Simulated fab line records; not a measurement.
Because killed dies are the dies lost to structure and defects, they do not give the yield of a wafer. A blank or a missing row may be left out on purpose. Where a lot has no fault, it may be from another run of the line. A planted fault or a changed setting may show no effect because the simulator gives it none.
2 desks, one fault    flow n5Finfet    numbers are kept per desk, each desk with only its own; the story behind them comes last

AT THE TOOL OWNER'S DESK: rieMetal-02
The tool's own readings at N5_GATE_CUT_CUT_ETCH_53 (etches W in SF6/Cl2, target depth 79.2 nm): means of the sampled wafers that have a number, for each lot that ran on this tool. The brackets show how far a lot's mean lies from the usual mean; more than 4 standard deviations puts the lot out of limits, marked OUT.
Columns: A = biasW at N5_GATE_CUT_CUT_ETCH_53, usual 79.96 W; B = drypumpMotorCurrentA at N5_GATE_CUT_CUT_ETCH_53, usual 5.6 A; C = etchRfOnTimeS at N5_GATE_CUT_CUT_ETCH_53, usual 26.1 s; D = mfcCl2Sccm at N5_GATE_CUT_CUT_ETCH_53, usual 60.01 sccm; E = oesProductAu at N5_GATE_CUT_CUT_ETCH_53, usual 0.67 a.u.; F = throttleValvePct at N5_GATE_CUT_CUT_ETCH_53, usual 28.98 %
lot   first seen here  A      B    C                D      E     F
L958  day 5 18:14      79.98  5.3  26.4             59.97  0.59  28.85
L959  day 5 23:30      80.21  5.3  26.0             60.11  0.59  28.85
L962  day 6 18:12      79.90  5.7  26.2             60.12  0.59  29.00
L969  day 8 11:05      79.84  5.7  30.2 (+13) OUT   60.05  0.54  28.99
L971  day 9 04:25      79.97  5.2  28.0 (+6.2) OUT  60.14  0.56  28.85
This desk's finding: out of limits on L969, L971; first on L969, day 8 11:05 (etchRfOnTimeS at N5_GATE_CUT_CUT_ETCH_53). Within limits: L958, L959, L962.

AT THE METROLOGY DESK
Means of the sampled wafers that have a number, per lot and without regard to the tool the lot ran on: this is what the gauges read. The brackets show how far a lot's mean lies from the usual mean; more than 4 standard deviations puts the lot out of limits, marked OUT. It has 10 readings; the 7 that lie furthest out on some lot are the ones shown.
Columns: A = DIBL_N at N5_BEOL_M4_RC_MEAS_101, usual 36.4 mV/V; B = DIBL_P at N5_BEOL_M4_RC_MEAS_101, usual 36.1 mV/V; C = IOFF_N at N5_BEOL_M4_RC_MEAS_101, usual 0.156 nA/um; D = IOFF_P at N5_BEOL_M4_RC_MEAS_101, usual 0.21 nA/um; E = ION_N at N5_BEOL_M4_RC_MEAS_101, usual 674 uA/um; F = VT_N at N5_BEOL_M4_RC_MEAS_101, usual 250.0 mV; G = VT_P at N5_BEOL_M4_RC_MEAS_101, usual -250 mV
lot   first seen here  A     B     C      D     E    F      G
L957  day 8 21:00      36.4  38.4  0.182  0.24  681  247.3  -249
L959  day 8 23:57      37.3  36.2  0.187  0.28  680  248.5  -243
L958  day 9 01:47      35.4  35.1  0.137  0.21  668  251.8  -248
L962  day 10 06:21     38.3  37.5  0.195  0.24  691  245.9  -247
L969  day 11 15:52     36.6  34.9  0.138  0.18  664  251.5  -251
L971  day 12 19:10     34.3  35.3  0.113  0.17  658  256.5  -255
L975  day 14 02:38     36.5  36.7  0.162  0.21  665  249.9  -252
L976  day 14 02:44     35.3  35.0  0.146  0.18  678  249.4  -254
This desk's verdict: no lot among the 8 shows anything out of limits.

PUT TOGETHER
The tool owner's desk had the chance to raise an alarm at day 8 11:05 on L969, L971.
From the metrology desk's view, nothing was out of limits.
The metrology desk has L969, L971 on record, within its limits.
N5_GATE_CUT_CUT_ETCH_53 was run on rieMetal-02 by each of the lots named.

WHAT THE SIMULATOR HAD PUT IN
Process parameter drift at N5_GATE_CUT_CUT_ETCH_53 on rieMetal-02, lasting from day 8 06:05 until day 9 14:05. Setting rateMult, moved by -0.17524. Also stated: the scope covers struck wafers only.
Shown lots that were struck: L969, L971.
How many hours passed from the start of the fault until each desk's first out-of-limits reading: the tool owner's desk, 5.
